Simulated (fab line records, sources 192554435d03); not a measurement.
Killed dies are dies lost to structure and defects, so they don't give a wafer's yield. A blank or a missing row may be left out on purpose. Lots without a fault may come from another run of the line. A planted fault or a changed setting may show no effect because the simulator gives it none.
fab line records | flow n5_finfet
record lots=7 wafers=19 last_day=17
route steps=1938 shown BEOL_M15@1808 PASSIVATION@1936
lots that met no fault: from a run of the same line without faults
start_h: hours from the record's first day to the start of the lot's first wafer shown | wait_h: hours since the lot's step before | " the same as in the row above | L1.1+2: a row that stands for several wafers | - no value, or no start given | * or withheld: withheld | < > ~ a bound
route shown NAME@n: a module of which the file shows steps, and the number in the route of the first | usual: mean/standard deviation of fault-free wafers | same: alike in all rows | chamber/n: place in a boat | sites: the reading at each site | _std_site: their standard deviation | _edge_site: outer sites' mean less inner sites' | radius_mm: how far each site lies from the wafer's centre | mask NAME#n: copy n | behind: the tool/chamber that last shaped the wafer | hold: why the lot was held/for how many hours/how that ended | device: the transistor (n, p or np) that didn't switch | end of line: the same wafers' tests at the end of the route | a step without rows: its recipe alone | killed: dies lost to structure and defects at the first sort, not the wafer's yield | map: a wafer's dies, x killed, . not, _ none there
set.NAME: the setting as run; set.NAME@STEP: as run at that earlier step | model.NAME: the simulator's own value behind a step, which no gauge read
lots at some steps of the route; a table a step, a row a wafer
services: from which hour (start_h, from the record's first day; less than 0 if before it) a tool's chamber was out of use, for how many hours, and why
## steps
# step N5_BEOL_M15_ETCH_61
# recipe chemistry=N2/H2 target=BARC target_depth_a=890 overetch_a=267 time_s=67.9 ion_energy_ev=200 pressure_mtorr=30 source_w=840 bias_w=150 n2_flow_sccm=200 h2_flow_sccm=200
# step N5_BEOL_M15_TRENCH_ETCH_34
# recipe chemistry=C4F8/O2/Ar target=SiO2 target_depth_a=8729.3 he_inner_torr=15 he_outer_torr=30 time_s=199 ion_energy_ev=800 pressure_mtorr=20 source_w=1905 bias_w=2040 Ar_flow_sccm=400 C4F8_flow_sccm=16 O2_flow_sccm=12
# step N5_BEOL_M15_STRIP_36
# recipe chemistry=O2 power_w=600 temp_c=60 pressure_mtorr=30 rf_frequency_hz=6e+07 bias_power_w=0 overash_fraction=0.3 o2_flow_sccm=225
# step N5_BEOL_M15_STRIP_62
# recipe chemistry=O2 power_w=600 temp_c=60 pressure_mtorr=30 rf_frequency_hz=6e+07 bias_power_w=0 overash_fraction=0.3 o2_flow_sccm=225
# usual drypump_motor_current_A=5.6/0.47 oes_product_au=0.83/0.097 rf_vpp_V=3.6/0.44 showerhead_plenum_p_Torr=2.12/0.08 temp_c=59.99/0.14 throttle_valve_pct=16.63/0.28
# columns lot.wafer tool chamber start_h wait_h drypump_motor_current_A oes_product_au rf_hours_counter_h rf_vpp_V showerhead_plenum_p_Torr temp_c throttle_valve_pct
L574.3 rie_diel-04 0 - - 5.3 0.86 38 3.5 2.25 59.93 16.35
L574.4 " 1 " " 6.2 0.98 5 3.4 2.26 59.81 16.67
L574.5 " 3 " " 5.0 0.83 - 3.4 2.09 59.79 16.05
L579.3 rie_diel-02 1 - - 5.9 0.69 219 3.6 2.15 60.18 16.95
L579.4 " 0 " " 6.0 0.71 227 3.7 2.07 60.09 16.89
L579.5 " 3 " " 5.4 0.84 - 3.9 2.22 59.90 16.55
L584.1 rie_diel-05 2 - - 5.8 0.83 68 3.3 2.02 60.14 16.32
L584.4 " 1 " " 5.6 1.00 - 3.0 2.04 59.96 16.34
L585.1 rie_diel-04 1 - - 6.2 0.92 27 3.3 2.25 59.63 16.70
L585.2 " 3 " " 5.0 0.82 82 3.8 2.08 60.19 16.11
L585.5 " 2 " " 4.9 0.75 - 4.6 2.13 60.03 16.82
L587.2 rie_diel-02 1 - - 5.8 0.68 235 3.6 2.15 59.92 16.97
L587.6 " 1 " " 5.8 0.68 - 2.9 2.15 60.04 16.97
L589.2 rie_diel-04 3 - - 5.0 0.80 90 3.5 2.08 59.86 16.12
L589.3 " 2 " " 4.9 0.75 149 3.5 2.13 59.96 16.84
L589.6 " 1 " " 6.2 0.91 - 3.8 2.25 60.00 16.72
L593.3 rie_diel-04 0 - - 5.3 0.83 74 3.5 2.24 59.90 16.44
L593.4 " 3 " " 5.0 0.79 97 3.9 2.08 60.14 16.14
L593.6 " 2 " " 4.9 0.75 - 3.8 2.12 60.11 16.85
# step N5_BEOL_M15_STRIP_37
# recipe chemistry=O2 power_w=600 temp_c=60 pressure_mtorr=30 rf_frequency_hz=6e+07 bias_power_w=0 overash_fraction=0.3 o2_flow_sccm=225
# step N5_BEOL_M15_ETCH_38
# recipe chemistry=CF4/N2 target=SiCN target_depth_a=1064 taper_deg=2 time_s=120.5 ion_energy_ev=150 mask_material=SiO2 pressure_mtorr=40 source_w=430 bias_w=70 Ar_flow_sccm=100 cf4_flow_sccm=60 n2_flow_sccm=60
# usual drypump_motor_current_A=5.6/0.47 oes_product_au=0.83/0.099 rf_vpp_V=382.9/1.9 showerhead_plenum_p_Torr=2.23/0.076 throttle_valve_pct=15.37/0.26
# columns lot.wafer tool chamber start_h wait_h drypump_motor_current_A oes_product_au rf_hours_counter_h rf_vpp_V showerhead_plenum_p_Torr throttle_valve_pct
L574.3 rie_diel-04 0 - - 5.2 0.87 38 385.2 2.32 14.89
L574.4 " 1 " " 6.2 1.00 5 386.6 2.38 15.39
L574.5 " 3 " " 5.0 0.83 - 383.1 2.24 15.03
L579.3 rie_diel-02 1 - - 5.9 0.70 219 383.6 2.28 15.78
L579.4 " 0 " " 6.0 0.69 227 381.1 2.19 15.70
L579.5 " 3 " " 5.4 0.83 - 386.1 2.32 15.29
L584.1 rie_diel-05 2 - - 5.8 0.86 68 381.2 2.14 15.14
L584.4 " 1 " " 5.5 0.99 - 381.7 2.16 15.12
L585.1 rie_diel-04 1 - - 6.2 0.93 27 384.9 2.37 15.44
L585.2 " 3 " " 5.0 0.81 82 382.5 2.23 15.06
L585.5 " 2 " " 4.9 0.77 - 382.0 2.21 15.49
L587.2 rie_diel-02 1 - - 5.8 0.68 235 383.5 2.27 15.83
L587.6 " 1 " " 5.8 0.69 - 384.7 2.27 15.83
L589.2 rie_diel-04 3 - - 5.0 0.80 90 384.5 2.23 15.09
L589.3 " 2 " " 4.9 0.76 149 383.3 2.21 15.47
L589.6 " 1 " " 6.2 0.91 - 385.4 2.36 15.45
L593.3 rie_diel-04 0 - - 5.3 0.83 74 385.2 2.31 14.98
L593.4 " 3 " " 5.0 0.78 97 382.3 2.23 15.09
L593.6 " 2 " " 4.9 0.76 - 381.7 2.21 15.51
# step N5_BEOL_M15_PRECLEAN_39
# recipe chemistry=residue_remover time_s=60 temp_c=40
# step N5_BEOL_M15_SRD_40
# recipe time_s=30 temp_c=23 rinse_liquid=diw dry=n2_spin spin_rpm=1500 dry_time_s=30
# step N5_BEOL_M15_DEGAS_41
# recipe ambient=vacuum temp_c=300 time_s=60
# usual heater_power_w=472/62
# columns lot.wafer tool chamber start_h wait_h heater_power_w
L574.3 pvd_sputter-02 - 285.29 0.5 490
L574.4 " - " " 565
L574.5 " - " " 400
L579.3 pvd_sputter-02 - 302.96 0.2 553
L579.4 " - " " 506
L579.5 " - " " 393
L584.1 pvd_sputter-02 - 338.11 0.3 551
L584.4 " - " " 474
L585.1 pvd_sputter-02 - 353.39 0.4 391
L585.2 " - " " 558
L585.5 " - " " 557
L587.2 pvd_sputter-02 - 365.09 0.5 500
L587.6 " - " " 499
L589.2 pvd_sputter-03 - 380.43 0.3 421
L589.3 " - " " 443
L589.6 " - " " 494
L593.3 pvd_sputter-01 - 404.83 0.2 437
L593.4 " - " " 480
L593.6 " - " " 645
# step N5_BEOL_M15_PRE_CLEAN_42
# recipe gas=H2/He time_s=30 temp_c=300
# usual heater_power_w=473/62
# columns lot.wafer tool chamber start_h wait_h heater_power_w
L574.3 pvd_sputter-02 - 285.33 0.0 500
L574.4 " - " " 551
L574.5 " - " " 392
L579.3 pvd_sputter-02 - 303.00 0.0 564
L579.4 " - " " 502
L579.5 " - " " 398
L584.1 pvd_sputter-02 - 338.15 0.0 566
L584.4 " - " " 493
L585.1 pvd_sputter-02 - 353.43 0.0 401
L585.2 " - " " 571
L585.5 " - " " 554
L587.2 pvd_sputter-02 - 365.13 0.0 509
L587.6 " - " " 507
L589.2 pvd_sputter-03 - 380.47 0.0 416
L589.3 " - " " 444
L589.6 " - " " 503
L593.3 pvd_sputter-01 - 404.87 0.0 430
L593.4 " - " " 483
L593.6 " - " " 625
# step N5_BEOL_M15_SPUTTER_43
# recipe material=TaN target_thk_a=150 temp_c=50 bias_v=168.6 power_w=15000 chamber_pressure_pa=0.12 time_s=24.19
# step N5_BEOL_M15_SPUTTER_44
# recipe material=Ta target_thk_a=150 temp_c=50 bias_v=80 power_w=15000 chamber_pressure_pa=0.07 time_s=24.19
# usual bias_v=80.1/0.83 throttle_valve_pct=30.3/0.85
# columns lot.wafer tool chamber start_h wait_h bias_v throttle_valve_pct model.Ta_of_BEOL_M15_SPUTTER_44.thk_nm
L574.3 pvd_sputter-02 - 285.45 0.0 80.0 29.8 15.2
L574.4 " - " " 79.8 31.0 15
L574.5 " - " " 81.8 29.7 15.2
L579.3 pvd_sputter-02 - 303.12 0.0 78.9 30.7 14.8
L579.4 " - " " 78.8 29.9 15.2
L579.5 " - " " 80.3 30.1 15
L584.1 pvd_sputter-02 - 338.27 0.0 79.9 30.7 25.6
L584.4 " - " " 78.6 29.8 15.4
L585.1 pvd_sputter-02 - 353.55 0.0 80.2 29.6 25.4
L585.2 " - " " 81.6 30.8 14.4
L585.5 " - " " 80.2 31.0 14.4
L587.2 pvd_sputter-02 - 365.25 0.0 78.4 29.8 15.4
L587.6 " - " " 79.2 29.5 26.4
L589.2 pvd_sputter-03 - 380.59 0.0 82.0 30.9 14.6
L589.3 " - " " 78.9 31.2 14.4
L589.6 " - " " 80.6 30.5 14.6
L593.3 pvd_sputter-01 - 404.99 0.0 80.5 28.3 14.8
L593.4 " - " " 80.6 29.5 15.4
L593.6 " - " " 79.8 30.1 15.4
# step N5_BEOL_M15_SPUTTER_45
# recipe material=Cu target_thk_a=1000 temp_c=-20 bias_v=60 power_w=26000 chamber_pressure_pa=0.13 time_s=16.67
# usual bias_v=60.0/0.65 throttle_valve_pct=30.3/0.87
# columns lot.wafer tool chamber start_h wait_h bias_v throttle_valve_pct
L574.3 pvd_sputter-02 - 285.53 0.0 59.7 29.8
L574.4 " - " " 60.7 31.1
L574.5 " - " " 59.4 29.6
L579.3 pvd_sputter-02 - 303.20 0.0 59.7 30.8
L579.4 " - " " 59.9 29.6
L579.5 " - " " 60.1 29.7
L584.1 pvd_sputter-02 - 338.35 0.0 59.2 30.9
L584.4 " - " " 59.6 29.7
L585.1 pvd_sputter-02 - 353.63 0.0 60.1 29.6
L585.2 " - " " 59.6 30.9
L585.5 " - " " 60.3 30.8
L587.2 pvd_sputter-02 - 365.33 0.0 59.8 29.7
L587.6 " - " " 60.5 29.7
L589.2 pvd_sputter-03 - 380.67 0.0 59.8 31.3
L589.3 " - " " 59.2 31.3
L589.6 " - " " 60.3 30.8
L593.3 pvd_sputter-01 - 405.07 0.0 59.4 28.2
L593.4 " - " " 58.9 29.5
L593.6 " - " " 59.0 30.5
# step N5_BEOL_M15_ECD_47
# recipe material=Cu target_thk_a=18600
# step N5_BEOL_M15_ANNEAL_48
# recipe temp_c=225 time_s=90 ambient=N2
# step N5_BEOL_M15_CMP_49
# recipe stop_on=SiO2 t_overpolish_s=4.9 down_force_psi=2 platen_rpm=80 clearing_platen_down_force_psi=2 clearing_platen_rpm=80 post_cmp_clean=cu_alkaline target_thk_nm=850 clearing_platen_pad_velocity_m_s=1.5917 pad_velocity_m_s=1.5917
# usual barrier_field_endpoint_s=11.34/0.25 motor_current_A=8.1/0.58
# columns lot.wafer tool chamber start_h wait_h barrier_field_endpoint_s motor_current_A
L574.3 cmp-03 1 286.19 0.2 11.13 9.6
L574.4 " 2 " " 11.42 8.9
L574.5 " 1 " " 11.32 9.2
L579.4 cmp-01 0 304.12 0.2 11.41 7.7
L579.3 " 2 " " 11.35 8.2
L579.5 " 0 " " 11.45 8.0
L584.4 cmp-03 1 339.01 0.1 11.72 9.3
L584.1 " 0 " " 15.80 7.2
L585.2 cmp-04 2 354.38 0.3 11.18 7.7
L585.1 " 3 " " 14.81 8.6
L585.5 " 1 " " 11.09 8.2
L587.2 cmp-04 3 366.43 0.2 11.56 8.9
L587.6 " 0 " " 15.61 7.9
L589.2 cmp-04 2 381.32 0.2 11.69 7.8
L589.3 " 0 " " 11.58 7.6
L589.6 " 2 " " 11.44 7.8
L593.3 cmp-03 0 405.76 0.2 11.23 7.2
L593.4 " 1 " " 11.72 9.9
L593.6 " 0 " " 11.75 7.1
# step N5_BEOL_M15_THK_MEAS_50
# recipe thk_meas_gauge=xrf reads=Cu_of_BEOL_M15_ECD_47
# usual M15_THK=848/18
# columns lot.wafer tool chamber start_h wait_h M15_THK[nm]
L574.3 film_metro-02 - 286.49 - 859
L574.4 " - " " 831
L574.5 " - " " 822
L579.3 film_metro-01 - 304.38 - 864
L579.4 " - " " 861
L579.5 " - " " 851
L584.1 film_metro-02 - 339.30 - 824
L584.4 " - " " 827
L585.1 film_metro-02 - 354.60 - 839
L585.2 " - " " 846
L585.5 " - " " 845
L587.2 film_metro-02 - 366.72 - 855
L587.6 " - " " 849
L589.2 film_metro-01 - 381.62 - 852
L589.3 " - " " 848
L589.6 " - " " 855
L593.3 film_metro-02 - 406.02 - 859
L593.4 " - " " 838
L593.6 " - " " 852
# step N5_PASSIVATION_PROBE_49
# usual defect_limited_yield=91.5/1.7 killed_at_M0_to_M3=33/11 killed_at_M4_up=13/5.2 killed_at_contacts=11/5.7 killed_at_front_end=39/11 killed_at_other=4/3 killed_dies=101/20 killed_open=66/15 killed_short=33/8.4 sort_bin_5_function=5.0/1.1 sort_bin_6_memory=3.2/0.69 sort_bin_8_speed=0.1/0.52 sort_n_pass=1078/20 sort_yield_pct=91.4/1.7
# same gross_dies=1180 killed_at_back_side=0 sort_bin_4_leakage[%]=0
# columns lot.wafer tool chamber start_h wait_h defect_limited_yield[%] killed_at_M0_to_M3 killed_at_M4_up killed_at_contacts killed_at_front_end killed_at_other killed_dies killed_open killed_short sort_bin_5_function[%] sort_bin_6_memory[%] sort_bin_8_speed[%] sort_n_pass sort_yield_pct[%]
L579.3 prober-01 - 321.25 0.1 89.7 32 12 16 55 7 122 78 35 5.3 4.0 0 1058 89.7
L579.4 prober-01 - 321.30 0.2 88.6 38 14 32 45 6 135 100 35 6.2 5.2 0 1045 88.6
L579.5 prober-01 - 321.35 0.2 89.8 54 7 12 42 5 120 77 41 5.3 4.4 0.1 1060 89.8
# killed by level:class
L579.3 MOL_CONTACT_COAG:geometric_particle:open=13 BEOL_M0_SAQP:geometric_particle:open=13 STI_FIN_REVEAL:geometric_particle:open=10 HKMG_FIN:area_etch=9 GATE_CUT:geometric_particle:short=8 DUMMY_GATE:geometric_particle:open=6 BEOL_M0_SAQP:geometric_particle:short=6 GATE_CUT:geometric_particle:open=5
L579.4 MOL_CONTACT_COAG:geometric_particle:open=26 STI_FIN_REVEAL:geometric_particle:open=21 BEOL_M1:geometric_particle:open=11 BEOL_M3:geometric_particle:open=9 BEOL_M0_SAQP:geometric_particle:short=8 FIN_SAQP:geometric_particle:open=6 MOL_CONTACT_COAG:geometric_particle:short=6 BEOL_M4:geometric_particle:open=6
L579.5 BEOL_M0_SAQP:geometric_particle:short=14 BEOL_M0_SAQP:geometric_particle:open=13 STI_FIN_REVEAL:geometric_particle:open=9 BEOL_M3:geometric_particle:open=9 MOL_CONTACT_COAG:geometric_particle:open=8 BEOL_M2:geometric_particle:open=7 FIN_SAQP:geometric_particle:open=5 FIN_SAQP:geometric_particle:short=5
## services
# columns tool chamber start_h hours kind
cmp-03 - 261.62 0.7 repair
rie_diel-02 2 266.68 5.1 repair
cmp-03 - 272.80 6.5 pm
cmp-04 - 276.78 0.6 repair
cmp-03 - 286.88 18.2 pm
cmp-01 - 294.23 3.9 repair
cmp-04 - 296.31 1.8 repair
cmp-01 - 298.98 4.0 pm
cmp-01 - 313.44 1.2 repair
rie_diel-05 - 319.34 2.8 pm
rie_diel-04 0 324.21 1.2 repair
rie_diel-02 - 330.92 3.4 repair
cmp-04 - 341.81 5.5 pm
pvd_sputter-01 - 354.49 2.5 repair
cmp-01 - 367.52 13.8 pm
cmp-01 - 381.38 2.1 repair
cmp-04 - 383.28 0.5 repair
cmp-01 - 389.41 6.3 repair
rie_diel-02 0 391.11 - clean
rie_diel-02 0 391.11 - consumable_replace:focus_ring
rie_diel-02 0 391.11 14.1 scheduled_down
rie_diel-02 0 391.11 14.1 vent_cycle
cmp-04 - 404.16 0.8 repair
rie_diel-05 2 405.28 21.1 repair
## key
first_sign step=N5_BEOL_M15_CMP_49 reading=barrier_field_endpoint_s direction=up sigmas=16 usual=11.34 struck=15.41
effect none on later readings
model_effect step=N5_BEOL_M15_SPUTTER_44 value=Ta_of_BEOL_M15_SPUTTER_44.thk_nm without=15 struck=25.8
met_at N5_BEOL_M15_SPUTTER_44
struck_wafers L584.1,L585.1,L587.6
onset_between 303.12 338.27
fault kind=process_parameter_drift tool=pvd_sputter-02 chamber=- onset_h=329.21 steps=N5_BEOL_M15_SPUTTER_44 channel=time_s offset=* shape=step end_h=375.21 scope=struck_wafers_only acts_in=* stated=*
